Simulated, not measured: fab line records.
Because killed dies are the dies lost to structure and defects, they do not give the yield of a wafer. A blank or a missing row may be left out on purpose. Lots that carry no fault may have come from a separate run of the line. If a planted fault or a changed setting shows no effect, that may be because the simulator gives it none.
Tool commonality check	flow nand_harc	14 lots, 42 wafers sampled

THE REASON FOR OPENING IT
On 2 of the 14 lots, a flag is raised at NHARC_A_ONON_D2_THK_MEAS_21 on the reading thk_nm. Fault-free wafers read 999 nm, with a standard deviation of 10.
Rule: a lot gets a flag if all its wafers with a number sit over 4 standard deviations from that mean, or if no wafer of it has a number. The other lots count as sound.

lot	measured	on	thk_nm (nm), wafer by wafer	flag
L792	day 12 21:31	film_metro-01	1004 1005 1007	
L794	day 13 12:39	film_metro-02	991 991 991	
L796	day 14 07:28	film_metro-02	1002 1003 1002	
L797	day 14 07:28	film_metro-01	1003 1002 1002	
L798	day 15 00:19	film_metro-02	994 995 995	
L799	day 15 19:43	film_metro-01	1006 1006 1007	
L800	day 16 09:18	film_metro-01	1005 1006 1007	
L801	day 17 04:51	film_metro-02	995 998 998	
L802	day 17 12:31	film_metro-01	985 985 984	
L804	day 17 19:07	film_metro-01	980 981 982	
L805	day 18 17:16	film_metro-02	986 984 985	
L811	day 20 18:53	film_metro-02	792 791 791	FLAGGED
L814	day 21 20:53	film_metro-01	783 782 783	FLAGGED
L815	day 22 15:16	film_metro-01	1021 1020 1019	
The mean of the flagged lots' numbers is 787 nm, -212 nm from the usual (-21 standard deviations).

WHICH TOOL EACH LOT WENT THROUGH
The record keeps 1 process step preceding the reading, out of 1302 steps on the route. In each cell: the tool, then ch and the chambers that the sampled wafers went through, then the start.
lot	flag	NHARC_A_ONON_D2_DEP_19
L792		pecvd_onon-02 ch 0, day 12 21:01
L794		pecvd_onon-01 ch 0, day 13 12:12
L796		pecvd_onon-02 ch 0, day 14 06:57
L797		pecvd_onon-01 ch 0, day 14 07:04
L798		pecvd_onon-02 ch 0, day 14 23:47
L799		pecvd_onon-04 ch 0, day 15 19:15
L800		pecvd_onon-04 ch 0, day 16 08:51
L801		pecvd_onon-04 ch 0, day 17 04:19
L802		pecvd_onon-04 ch 0, day 17 12:08
L804		pecvd_onon-04 ch 0, day 17 18:36
L805		pecvd_onon-02 ch 0, day 18 16:49
L811	FLAGGED	pecvd_onon-02 ch 0, day 20 18:29
L814	FLAGGED	pecvd_onon-02 ch 0, day 21 20:22
L815		pecvd_onon-01 ch 0, day 22 14:48
What the steps here do:
- NHARC_A_ONON_D2_DEP_19: target thk 1000 nm.
- NHARC_A_ONON_D2_THK_MEAS_21: measures by ellipsometry.

FLAGGED AGAINST TOTAL, ONE TOOL AT A TIME (gauges that did the reading follow at the end)
step	tool	lots run	flagged	share of the flagged lots	sound lots run after its first flagged lot
NHARC_A_ONON_D2_DEP_19	pecvd_onon-01	3	0	none	-
NHARC_A_ONON_D2_DEP_19	pecvd_onon-02	6	2	all	0
NHARC_A_ONON_D2_DEP_19	pecvd_onon-04	5	0	none	-
NHARC_A_ONON_D2_THK_MEAS_21	film_metro-01	8	1	some	1 (L815)
NHARC_A_ONON_D2_THK_MEAS_21	film_metro-02	6	1	some	0

WHAT THE TABLE ALLOWS
All flagged lots share 1 row of the table, namely pecvd_onon-02 at NHARC_A_ONON_D2_DEP_19.
- pecvd_onon-02 at NHARC_A_ONON_D2_DEP_19 ran 6 lots, 2 of them flagged. Last sound lot L805 at day 18 16:49, first flagged lot L811 at day 20 18:29; a fault beginning in between fits.
One tool is left: pecvd_onon-02 at NHARC_A_ONON_D2_DEP_19.

WHAT WAS PUT IN BY THE SIMULATOR
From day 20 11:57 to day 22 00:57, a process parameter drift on pecvd_onon-02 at NHARC_A_ONON_D2_DEP_19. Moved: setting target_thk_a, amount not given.
Shown lots that were struck: L811, L814. Same finding as the rule above.
